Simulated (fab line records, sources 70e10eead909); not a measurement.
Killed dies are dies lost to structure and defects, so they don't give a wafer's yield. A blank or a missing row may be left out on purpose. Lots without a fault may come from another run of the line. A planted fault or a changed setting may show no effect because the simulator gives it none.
Chamber matching | flow nand_harc | NHARC_A_STAIRCASE_CMP_472 on cmp-01: 4 sister chambers
The step polishes SiO2. 33 wafers are shown with their chamber, then 12 later ones without.

WAFERS WITH THEIR CHAMBER
wafer  | chamber | motor_current_A (A)
L076.3 | 2       | 13.9
L076.5 | 2       | 13.6
L076.6 | 3       | 13.8
L076.1 | 1       | 12.7
L076.2 | 0       | 10.6
L076.4 | 3       | 13.8
L077.3 | 1       | 12.5
L077.4 | 2       | 13.5
L077.5 | 1       | 12.5
L078.2 | 3       | 14.4
L078.3 | 0       | 11.4
L078.5 | 0       | 11.2
L079.1 | 2       | 13.3
L079.4 | 1       | 13.6
L079.6 | 1       | 12.9
L080.2 | 2       | 13.2
L080.4 | 0       | 11.7
L080.6 | 0       | 11.6
L084.2 | 3       | 13.3
L084.5 | 3       | 13.6
L084.6 | 2       | 13.1
L090.1 | 2       | 12.4
L090.4 | 0       | 11.2
L090.5 | 2       | 13.9
L090.2 | 3       | 12.8
L090.3 | 1       | 12.4
L090.6 | 3       | 14.2
L088.2 | 0       | 11.8
L088.5 | 0       | 10.8
L088.6 | 1       | 12.7
L088.1 | 3       | 14.0
L088.3 | 1       | 12.6
L088.4 | 2       | 13.0

SIGNATURES (means of the wafers above)
reading         | chamber 0 | chamber 1 | chamber 2 | chamber 3 | scatter within a chamber
motor_current_A | 11.287    | 12.738    | 13.322    | 13.738    | 0.451
Rule: a wafer's distance from a chamber is the root of the sum, over the readings, of the square of ((its reading less the chamber's mean) divided by the reading's scatter). The wafer belongs to the nearest chamber; if the next one is less than 2 further off, it can't be placed. The scatter: the root of (the sum of the squares of (reading less its chamber's mean) over the shown wafers, divided by (wafers less chambers)).

WAFERS WITHOUT THEIR CHAMBER
wafer  | motor_current_A (A)
L091.1 | 13.3
L091.3 | 11.4
L091.6 | 13.2
L091.2 | 13.1
L091.4 | 13.4
L091.5 | 11.1
L092.1 | 12.6
L092.5 | 12.9
L092.6 | 13.5
L096.3 | 13.3
L096.5 | 13.2
L096.6 | 13.6

WHICH CHAMBER EACH WENT THROUGH
wafer  | from the rows above          | in truth
L091.1 | can't be placed: 2 or 3 or 1 | 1
L091.3 | 0                            | 0
L091.6 | can't be placed: 2 or 1 or 3 | 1
L091.2 | can't be placed: 2 or 1 or 3 | 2
L091.4 | can't be placed: 2 or 3 or 1 | 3
L091.5 | 0                            | 0
L092.1 | can't be placed: 1 or 2      | 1
L092.5 | can't be placed: 1 or 2 or 3 | 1
L092.6 | can't be placed: 2 or 3 or 1 | 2
L096.3 | can't be placed: 2 or 3 or 1 | 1
L096.5 | can't be placed: 2 or 1 or 3 | 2
L096.6 | can't be placed: 3 or 2 or 1 | 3
Placed correctly: 2 of 12. Can't be placed from these rows: 10 (the true chamber is among the candidates in 10). Placed wrongly: 0.
